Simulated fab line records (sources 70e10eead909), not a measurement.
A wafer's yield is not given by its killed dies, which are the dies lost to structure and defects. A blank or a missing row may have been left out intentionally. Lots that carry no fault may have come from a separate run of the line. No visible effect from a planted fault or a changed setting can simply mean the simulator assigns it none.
2 desks looking at one fault ; flow nandHarc ; every desk sees just its own numbers, and what lay behind them comes last

THE TOOL OWNER'S DESK: ecdCu-01
The tool's own readings at NHARC_A_M0_ECD_22 (material Cu, target thk 400 nm): means of the sampled wafers that have a number, for each lot that ran on this tool. Marked OUT: a lot whose mean sits more than 4 standard deviations from the usual mean, which makes it out of limits; the brackets give that distance.
Columns: A = bathTempC at NHARC_A_M0_ECD_22, usual 25.00 C
lot;first seen here;A
L522;day 17 15:13;24.98
L526;day 17 22:55;24.90
L523;day 18 02:54;25.05
L524;day 18 03:11;24.97
L525;day 19 08:22;24.98
L531;day 20 20:48;25.03
L534;day 21 00:08;25.04
L538;day 22 07:02;25.02
L543;day 23 07:15;25.04
L542;day 23 08:09;24.94
Result from this desk: across the 10 lots, nothing is out of limits.

THE DEFECT DESK
Counts from the inspections along the route, per lot, as means over the sampled wafers that have a number. Marked OUT: a lot whose mean sits more than 4 standard deviations from the usual mean, which makes it out of limits; the brackets give that distance.
Columns: A = rawDefectCount at NHARC_A_BLC_INSPECT_28, usual 451
lot;first seen here;A
L522;day 17 12:40;658
L521;day 17 13:31;376
L526;day 17 20:26;396
L523;day 18 00:20;463
L524;day 18 00:54;536
L528;day 18 23:53;390
L525;day 19 05:58;417
L529;day 19 18:22;339
L530;day 19 20:08;438
L531;day 20 18:22;434
L534;day 20 21:36;406
L538;day 22 04:31;439
L543;day 23 04:43;299
L542;day 23 05:41;492
Result from this desk: across the 14 lots, nothing is out of limits.

BROUGHT TOGETHER
Nothing out of limits was seen by the tool owner's desk.
Nothing the defect desk looked at was out of limits.

WHAT THE SIMULATOR PUT IN
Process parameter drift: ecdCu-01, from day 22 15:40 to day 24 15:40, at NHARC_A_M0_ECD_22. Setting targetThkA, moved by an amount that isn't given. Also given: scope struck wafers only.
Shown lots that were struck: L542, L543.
